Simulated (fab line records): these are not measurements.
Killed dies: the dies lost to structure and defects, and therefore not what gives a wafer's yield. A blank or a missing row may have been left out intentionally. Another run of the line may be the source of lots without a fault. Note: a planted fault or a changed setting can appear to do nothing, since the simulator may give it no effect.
fab line records -- flow nand_harc
[record] lots = 5, wafers = 15, last_day = 22
route steps=1159 shown A_CONTACT@846 END@1159
lots untouched by any fault: they come from a run of this same line in which no faults occurred
start_h: hours from the record's opening day to when the first of the lot's shown wafers began -- wait_h: hours since the lot's step before -- " as in the row above -- L1.1+2: a single row standing in for several wafers -- - no value present, or no start provided -- * or withheld: withheld -- < > ~ a bound
route shown NAME@n: NAME is a module with steps in the file, n the number in the route of the first one -- usual: mean/standard deviation of fault-free wafers -- same: alike in all rows -- chamber/n: place in a boat -- sites: readings site by site -- _std_site: standard deviation of those values -- _edge_site: mean of outer sites minus mean of inner sites -- radius_mm: for every site, how far away it sits from the centre of the wafer -- mask NAME#n: copy n -- behind: the most recent tool/chamber to have shaped the wafer -- hold: the reason the lot was held/the length of the hold in hours/how it ended -- device: which transistor (n, p or np) failed to switch -- end of line: tests run on the same wafers once the route is complete -- a step with no rows: only its recipe -- killed: at the first sort, the dies lost to defects and structure; wafer yield is something else -- map: a wafer's dies, marking killed ones x, the rest . and places with no die _
set.NAME: the run value of the setting; set.NAME@STEP: its run value at that earlier step -- model.NAME: the simulator's own value behind a step, which no gauge read
a table for each step, a row for each wafer; lots at some steps of the route
services: from which hour (start_h, from the record's first day; less than 0 if before it) a tool's chamber was out of use, for how many hours, and why
[[steps]]
[step NHARC_A_CONTACT_COAT_34]
[recipe] temp_c = 260, time_s = 75
[step NHARC_A_CONTACT_COAT_35]
[recipe] temp_c = 225, time_s = 65
[step NHARC_A_CONTACT_COAT_36]
[recipe] spin_rpm = 1500, resist_thk_nm = 90
[step NHARC_A_CONTACT_SOFTBAKE_37]
[recipe] temp_c = 105, time_s = 55
[step NHARC_A_CONTACT_EBR_38]
[step NHARC_A_CONTACT_EXPOSE_39]
[recipe] na = 1.35, sigma_outer = 0.8, dose_mj = 58.79, mask_id = A_CC_3
[step NHARC_A_CONTACT_PEB_40]
[recipe] peb_temp_c = 100, peb_time_s = 65
[step NHARC_A_CONTACT_DEVELOP_41]
[recipe] develop_time_s = 35, dev_temp_c = 23
[step NHARC_A_CONTACT_CD_MEAS_42]
[recipe] target_cd_nm = 200, landing_energy_ev = 500
[usual] cd_nm = 200.0/0.47
lot.wafer,tool,chamber,start_h,wait_h,cd_nm
L994.3,cd_sem-03,0,378.22,-,200.5
L994.4,cd_sem-03,0,378.22,-,200.4
L994.6,cd_sem-03,0,378.22,-,200.5
L998.3,cd_sem-03,0,402.10,-,200.7
L998.4,cd_sem-03,0,402.10,-,200.2
L998.5,cd_sem-03,0,402.10,-,199.8
L104.1,cd_sem-03,0,434.49,-,199.7
L104.3,cd_sem-03,0,434.49,-,199.9
L104.6,cd_sem-03,0,434.49,-,200.3
L108.3,cd_sem-01,0,457.24,-,200.3
L108.5,cd_sem-01,0,457.24,-,199.8
L108.6,cd_sem-01,0,457.24,-,200.0
L109.2,cd_sem-02,0,461.21,-,199.1
L109.4,cd_sem-02,0,461.21,-,199.9
L109.6,cd_sem-02,0,461.21,-,198.9
[step NHARC_A_CONTACT_OVL_MEAS_43]
[usual] overlay_x_nm = 0.2/0.97, overlay_y_nm = -0.2/0.82
lot.wafer,tool,chamber,start_h,wait_h,overlay_x_nm,overlay_y_nm
L994.3,overlay-01,-,378.31,-,-0.6,0.4
L994.4,overlay-01,-,378.31,-,-0.2,0.2
L994.6,overlay-01,-,378.31,-,-1.0,0.0
L998.3,overlay-02,-,402.18,-,0.5,-0.4
L998.4,overlay-02,-,402.18,-,0.4,-0.2
L998.5,overlay-02,-,402.18,-,0.3,0.1
L104.1,overlay-02,-,434.58,-,-0.2,0.4
L104.3,overlay-02,-,434.58,-,0.2,-0.2
L104.6,overlay-02,-,434.58,-,-0.4,0.0
L108.3,overlay-02,-,457.32,-,0.5,0.0
L108.5,overlay-02,-,457.32,-,0.8,0.1
L108.6,overlay-02,-,457.32,-,0.6,-0.4
L109.2,overlay-02,-,461.29,-,0.6,0.1
L109.4,overlay-02,-,461.29,-,-0.6,-1.2
L109.6,overlay-02,-,461.29,-,0.2,-0.5
[step NHARC_A_CONTACT_INSPECT_44]
[usual] raw_defect_count = 28/12
lot.wafer,tool,chamber,start_h,wait_h,raw_defect_count
L994.3,defect_inspect-02,-,378.34,0.0,17
L994.4,defect_inspect-02,-,378.34,0.0,16
L994.6,defect_inspect-02,-,378.34,0.0,12
L998.3,defect_inspect-01,-,402.22,0.0,42
L998.4,defect_inspect-01,-,402.22,0.0,34
L998.5,defect_inspect-01,-,402.22,0.0,37
L104.1,defect_inspect-02,-,434.62,0.0,29
L104.3,defect_inspect-02,-,434.62,0.0,29
L104.6,defect_inspect-02,-,434.62,0.0,14
L108.3,defect_inspect-02,-,457.36,0.0,31
L108.5,defect_inspect-02,-,457.36,0.0,30
L108.6,defect_inspect-02,-,457.36,0.0,30
L109.2,defect_inspect-02,-,461.33,0.0,46
L109.4,defect_inspect-02,-,461.33,0.0,54
L109.6,defect_inspect-02,-,461.33,0.0,42
[step NHARC_A_CONTACT_DESCUM_47]
[recipe] time_s = 3, o2_flow_sccm = 200, ar_flow_sccm = 0, bias_power_w = 0, chemistry = O2
[usual] drypump_motor_current_A = 5.78/0.26, oes_product_au = 1.000/0.0087, rf_vpp_V = 57.7/0.9, showerhead_plenum_p_Torr = 1.90/0.081, throttle_valve_pct = 11.312/0.0094
lot.wafer,tool,chamber,start_h,wait_h,drypump_motor_current_A,oes_product_au,rf_hours_counter_h,rf_vpp_V,showerhead_plenum_p_Torr,throttle_valve_pct
L994.3,rie_diel-11,1,378.40,0.1,6.41,0.989,2,58.2,1.94,11.318
L994.4,rie_diel-11,3,378.40,0.1,5.74,0.990,1,57.6,1.80,11.317
L994.6,rie_diel-11,1,378.40,0.1,6.41,1.003,-,58.0,1.94,11.316
L998.3,rie_diel-07,3,402.28,0.1,5.54,0.981,26,58.1,1.93,11.330
L998.4,rie_diel-07,1,402.28,0.1,5.85,0.994,33,56.6,1.81,11.315
L998.5,rie_diel-07,0,402.28,0.1,5.85,0.998,-,56.1,1.83,11.304
L104.1,rie_diel-07,0,434.68,0.1,5.82,1.007,5,57.4,1.82,11.325
L104.3,rie_diel-07,1,434.68,0.1,5.87,1.011,5,56.9,1.81,11.316
L104.6,rie_diel-07,0,434.68,0.1,5.84,1.010,-,56.5,1.82,11.310
L108.3,rie_diel-01,2,457.43,0.1,5.72,1.015,43,58.1,1.82,11.307
L108.6,rie_diel-01,1,457.43,0.1,5.96,1.002,-,58.9,2.06,11.299
L108.5,rie_diel-01,2,457.43,0.1,5.73,1.009,-,55.9,1.82,11.313
L109.4,rie_diel-11,1,461.41,0.1,6.37,1.003,32,56.9,1.93,11.313
L109.2,rie_diel-11,2,461.41,0.1,5.48,1.013,32,58.0,2.04,11.310
L109.6,rie_diel-11,3,461.41,0.1,5.73,1.016,-,56.2,1.79,11.319
[step NHARC_A_CONTACT_ETCH_48]
[recipe] target_depth_a = 390, over_etch_frac = 0.3, time_s = 65, ion_energy_ev = 80, cf4_flow_sccm = 150, ar_flow_sccm = 0, rf_w = 300, bias_w = 100, chemistry = CF4
[usual] drypump_motor_current_A = 5.81/0.28, oes_product_au = 1.001/0.0073, rf_vpp_V = 151.2/1.3, run_length_s = 86.6/0.31, showerhead_plenum_p_Torr = 1.76/0.07, throttle_valve_pct = 13.284/0.0092
lot.wafer,tool,chamber,start_h,wait_h,drypump_motor_current_A,oes_product_au,rf_hours_counter_h,rf_vpp_V,run_length_s,showerhead_plenum_p_Torr,throttle_valve_pct
L994.3,rie_diel-11,1,378.50,0.1,6.42,1.004,2,151.3,87.1,1.79,13.279
L994.4,rie_diel-11,2,378.50,0.1,5.50,1.014,2,152.7,86.5,1.89,13.286
L994.6,rie_diel-11,1,378.50,0.1,6.41,1.003,-,151.6,87.0,1.79,13.282
L998.3,rie_diel-07,2,402.37,0.1,5.85,0.995,28,152.7,86.7,1.79,13.290
L998.4,rie_diel-07,1,402.37,0.1,5.86,0.996,33,150.5,86.9,1.68,13.285
L998.5,rie_diel-07,2,402.37,0.1,5.85,1.000,-,152.4,86.7,1.79,13.280
L104.1,rie_diel-07,0,434.77,0.1,5.85,1.007,5,149.2,71.7,1.69,13.258
L104.3,rie_diel-07,2,434.77,0.1,5.84,1.000,5,151.3,72.1,1.79,13.276
L104.6,rie_diel-07,0,434.77,0.1,5.83,1.009,-,150.6,86.4,1.69,13.290
L108.3,rie_diel-01,1,457.52,0.1,5.93,0.992,41,152.3,86.5,1.90,13.274
L108.6,rie_diel-01,3,457.52,0.1,5.77,0.994,-,151.1,86.4,1.74,13.278
L108.5,rie_diel-01,0,457.52,0.1,6.37,1.002,-,151.9,86.0,1.82,13.274
L109.2,rie_diel-11,1,461.48,0.1,6.38,0.996,32,152.4,87.0,1.78,13.292
L109.4,rie_diel-11,2,461.48,0.1,5.49,1.004,32,153.1,87.0,1.88,13.293
L109.6,rie_diel-11,1,461.48,0.1,6.40,0.993,-,152.3,87.0,1.78,13.307
[step NHARC_A_CONTACT_ETCH_49]
[recipe] target_depth_a = 2600, over_etch_frac = 0.3, time_s = 475.3, ion_energy_ev = 200, n2_flow_sccm = 150, h2_flow_sccm = 150, ar_flow_sccm = 0, rf_w = 400, bias_w = 150, chemistry = N2/H2
[usual] drypump_motor_current_A = 5.79/0.25, oes_product_au = 1.000/0.0085, rf_vpp_V = 430.0/2.7, run_length_s = 496.9/0.36, showerhead_plenum_p_Torr = 2.03/0.093, throttle_valve_pct = 14.171/0.0078
lot.wafer,tool,chamber,start_h,wait_h,drypump_motor_current_A,oes_product_au,rf_hours_counter_h,rf_vpp_V,run_length_s,showerhead_plenum_p_Torr,throttle_valve_pct
L994.4,rie_diel-11,3,-,-,5.75,1.004,2,426.9,497.3,1.91,14.177
L994.3,rie_diel-11,2,-,-,5.49,1.012,2,435.2,496.8,2.19,14.179
L994.6,rie_diel-11,0,-,-,5.47,1.008,-,432.3,496.4,2.13,14.172
L998.3,rie_diel-07,3,-,-,5.56,1.000,26,431.4,497.2,2.06,14.166
L998.4,rie_diel-07,1,-,-,5.89,1.007,33,427.1,497.4,1.93,14.173
L998.5,rie_diel-07,0,-,-,5.85,0.995,-,428.2,497.3,1.94,14.171
L104.1,rie_diel-07,1,-,-,5.84,1.000,5,427.1,497.1,1.93,14.174
L104.3,rie_diel-07,3,-,-,5.55,1.000,5,431.7,497.0,2.06,14.176
L104.6,rie_diel-07,1,-,-,5.87,1.009,-,426.9,497.1,1.92,14.158
L108.3,rie_diel-01,2,-,-,5.71,1.011,43,427.9,496.4,1.94,14.187
L108.5,rie_diel-01,1,-,-,5.97,0.995,-,433.2,496.4,2.20,14.167
L108.6,rie_diel-01,2,-,-,5.73,1.006,-,428.4,495.9,1.94,14.169
L109.4,rie_diel-11,2,-,-,5.49,1.009,32,434.2,497.1,2.18,14.172
L109.2,rie_diel-11,0,-,-,5.46,1.006,25,435.2,496.9,2.12,14.173
L109.6,rie_diel-11,2,-,-,5.47,1.013,-,434.4,496.7,2.18,14.181
[step NHARC_END_SORT_01]
[recipe] temp_c = 25
[usual] killed_at_array = 28/11, killed_at_other = 0.8/1.3, killed_at_periphery = 3.6/2.5, killed_dies = 32/11, killed_open = 3.0/1.8, killed_short = 2.0/1.5
[same] gross_dies = 677
lot.wafer,tool,chamber,start_h,wait_h,killed_at_array,killed_at_other,killed_at_periphery,killed_dies,killed_open,killed_short
L994.3,prober-01,0,479.00,3.1,18,0,8,26,8,2
L994.4,prober-01,0,479.82,3.4,18,1,5,24,3,3
L994.6,prober-01,0,481.44,4.1,11,1,3,15,1,3
L998.3,prober-01,0,486.83,3.1,41,3,4,48,5,1
L998.4,prober-01,0,487.63,3.4,26,2,5,33,3,3
L998.5,prober-01,0,488.43,3.7,38,2,5,45,3,6
L104.1,prober-01,0,516.52,2.5,27,0,11,38,2,3
L104.3,prober-01,0,518.14,3.1,30,2,0,32,0,3
L104.6,prober-01,0,520.58,4.1,21,0,4,25,5,1
L109.2,prober-02,0,532.76,2.8,39,1,3,43,4,1
L109.4,prober-02,0,534.36,3.4,52,1,3,56,1,1
L109.6,prober-02,0,535.95,4.0,39,1,4,44,3,0
L108.3,prober-01,0,532.80,3.1,27,0,2,29,3,1
L108.5,prober-01,0,534.42,3.7,16,0,6,22,1,2
L108.6,prober-01,0,535.23,4.0,33,0,1,34,2,2
// killed by level:class
L994.3 A_CHANNEL_HOLE_D1:chamber_film_flake=9 P_ZERO_WELL:chamber_film_flake=2 A_CONTACT:chamber_film_flake=2 P_GATE:geometric_particle:open=1 P_CONTACT:geometric_particle:open=1 P_M0:geometric_particle:open=1 P_M2:geometric_particle:short=1 A_SOURCE_PLATE:geometric_particle:open=1
L994.4 A_CHANNEL_HOLE_D1:chamber_film_flake=10 P_M1:chamber_film_flake=2 A_STAIRCASE:chamber_film_flake=2 P_M1:geometric_particle:open=1 A_CHANNEL_FILL_D1:geometric_particle:short=1 A_WL_FILL:geometric_particle:open=1 A_CONTACT:geometric_particle:short=1 A_CONTACT:geometric_particle:open=1
L994.6 A_CHANNEL_HOLE_D1:chamber_film_flake=4 A_ZERO_WELL:chamber_film_flake=3 A_SOURCE_PLATE:geometric_particle:short=1 A_ONON_D1:geometric_particle:short=1 A_CONTACT:geometric_particle:open=1 THIN_TSV:geometric_particle:short=1 P_ZERO_WELL:chamber_film_flake=1 P_STI:chamber_film_flake=1
L998.3 A_CHANNEL_HOLE_D1:chamber_film_flake=19 A_SLIT:chamber_film_flake=14 A_CONTACT:chamber_film_flake=3 A_CONTACT:geometric_particle:open=2 P_GATE:chamber_film_flake=2 THIN_TSV:chamber_film_flake=2 P_CONTACT:geometric_particle:open=1 A_WL_FILL:geometric_particle:open=1
L998.4 A_CHANNEL_HOLE_D1:chamber_film_flake=15 A_SLIT:chamber_film_flake=6 P_GATE:chamber_film_flake=3 P_M0:geometric_particle:short=1 P_M0:geometric_particle:open=1 A_SGD_CUT:geometric_particle:short=1 A_WL_FILL:geometric_particle:short=1 A_CONTACT:geometric_particle:open=1
L998.5 A_CHANNEL_HOLE_D1:chamber_film_flake=25 A_SLIT:chamber_film_flake=4 P_ZERO_WELL:chamber_film_flake=2 THIN_TSV:chamber_film_flake=2 P_GATE:geometric_particle:open=1 P_M1:geometric_particle:short=1 A_CHANNEL_FILL_D1:geometric_particle:short=1 A_STAIRCASE:geometric_particle:short=1
L104.1 A_CHANNEL_HOLE_D1:chamber_film_flake=17 P_CONTACT:chamber_film_flake=6 A_M1:chamber_film_flake=4 A_STAIRCASE:chamber_film_flake=2 A_CONTACT:chamber_film_flake=2 P_GATE:geometric_particle:open=1 P_M0:geometric_particle:short=1 P_M1:geometric_particle:short=1
L104.3 A_CHANNEL_HOLE_D1:chamber_film_flake=20 A_STAIRCASE:chamber_film_flake=4 A_M1:chamber_film_flake=2 HYBRID_BOND:latent=2 A_SOURCE_PLATE:geometric_particle:short=1 A_ONON_D1:geometric_particle:short=1 A_WL_FILL:geometric_particle:short=1 A_CONTACT:chamber_film_flake=1
L104.6 A_CHANNEL_HOLE_D1:chamber_film_flake=5 P_CONTACT:chamber_film_flake=4 A_STAIRCASE:chamber_film_flake=4 A_CONTACT:geometric_particle:open=3 A_M1:chamber_film_flake=3 A_ONON_D1:geometric_particle:open=2 A_CONTACT:chamber_film_flake=2 A_M0:geometric_particle:short=1
L109.2 A_SLIT:chamber_film_flake=17 A_CHANNEL_HOLE_D1:chamber_film_flake=14 A_STAIRCASE:chamber_film_flake=4 P_M2:chamber_film_flake=2 P_M0:geometric_particle:open=1 A_ONON_D1:geometric_particle:open=1 A_CHANNEL_FILL_D1:geometric_particle:open=1 A_CONTACT:geometric_particle:short=1
L108.3 A_CHANNEL_HOLE_D1:chamber_film_flake=15 A_STAIRCASE:chamber_film_flake=5 A_M1:chamber_film_flake=2 P_M0:geometric_particle:short=1 P_M2:geometric_particle:open=1 A_SOURCE_PLATE:geometric_particle:open=1 A_CONTACT:geometric_particle:open=1 A_CHANNEL_FILL_D1:chamber_film_flake=1
L109.4 A_CHANNEL_HOLE_D1:chamber_film_flake=26 A_SLIT:chamber_film_flake=16 A_CONTACT:chamber_film_flake=5 A_STAIRCASE:chamber_film_flake=4 P_M2:chamber_film_flake=2 P_M1:geometric_particle:open=1 A_M0:geometric_particle:short=1 THIN_TSV:chamber_film_flake=1
L108.5 A_CHANNEL_HOLE_D1:chamber_film_flake=9 P_M1:chamber_film_flake=2 A_STAIRCASE:chamber_film_flake=2 A_CONTACT:chamber_film_flake=2 P_GATE:geometric_particle:open=1 P_M1:geometric_particle:short=1 A_WL_FILL:geometric_particle:short=1 P_STI:chamber_film_flake=1
L108.6 A_CHANNEL_HOLE_D1:chamber_film_flake=18 A_STAIRCASE:chamber_film_flake=6 A_M1:chamber_film_flake=3 A_SOURCE_PLATE:geometric_particle:short=1 A_CHANNEL_FILL_D1:geometric_particle:open=1 A_CONTACT:geometric_particle:open=1 A_CONTACT:geometric_particle:short=1 P_GATE:chamber_film_flake=1
L109.6 A_SLIT:chamber_film_flake=19 A_CHANNEL_HOLE_D1:chamber_film_flake=12 A_CONTACT:chamber_film_flake=5 P_M2:chamber_film_flake=3 P_GATE:geometric_particle:open=1 A_CONTACT:geometric_particle:open=1 A_M1:geometric_particle:open=1 A_STAIRCASE:chamber_film_flake=1
[[services]]
tool,chamber,start_h,hours,kind
rie_diel-07,0,359.73,-,clean
rie_diel-07,1,359.73,-,clean
rie_diel-07,2,359.73,-,clean
rie_diel-07,3,359.73,-,clean
rie_diel-07,2,365.86,2.6,repair
rie_diel-11,-,366.50,9.0,pm
rie_diel-11,0,366.50,9.0,vent_cycle
rie_diel-11,1,366.50,9.0,vent_cycle
rie_diel-11,2,366.50,9.0,vent_cycle
rie_diel-11,3,366.50,9.0,vent_cycle
rie_diel-11,0,375.50,-,clean
rie_diel-11,0,375.50,-,consumable_replace:focus_ring
rie_diel-11,1,375.50,-,clean
rie_diel-11,1,375.50,-,consumable_replace:focus_ring
rie_diel-11,2,375.50,-,clean
rie_diel-11,2,375.50,-,consumable_replace:focus_ring
rie_diel-11,3,375.50,-,clean
rie_diel-07,0,384.24,-,clean
rie_diel-11,0,386.54,1.2,repair
rie_diel-01,-,405.05,9.7,repair
rie_diel-07,-,405.20,9.0,pm
rie_diel-11,0,424.89,9.5,repair
rie_diel-01,1,438.10,3.6,repair
rie_diel-07,1,456.38,4.5,repair
[[key]]
[first_sign] step = NHARC_A_CONTACT_ETCH_48, reading = run_length_s, direction = down, sigmas = 48, usual = *, struck = *
effect none on later readings
met_at NHARC_A_CONTACT_ETCH_48
struck_wafers L104.1,L104.3
tester_left_out L104
onset_between 402.37 434.77
[fault] kind = process_parameter_drift, tool = rie_diel-07, chamber = -, onset_h = 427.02, steps = NHARC_A_CONTACT_ETCH_48, channel = time_s, offset = *, shape = step, end_h = 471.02, scope = struck_wafers_only, acts_in = *, stated = *
// tester_left_out: of these lots the tester's yield and bins aren't shown, on N5 and GAA mostly nor the transistor test; their killed dies are dies lost to structure and defects alone, not to doping, threshold or leakage, so they don't give the yield
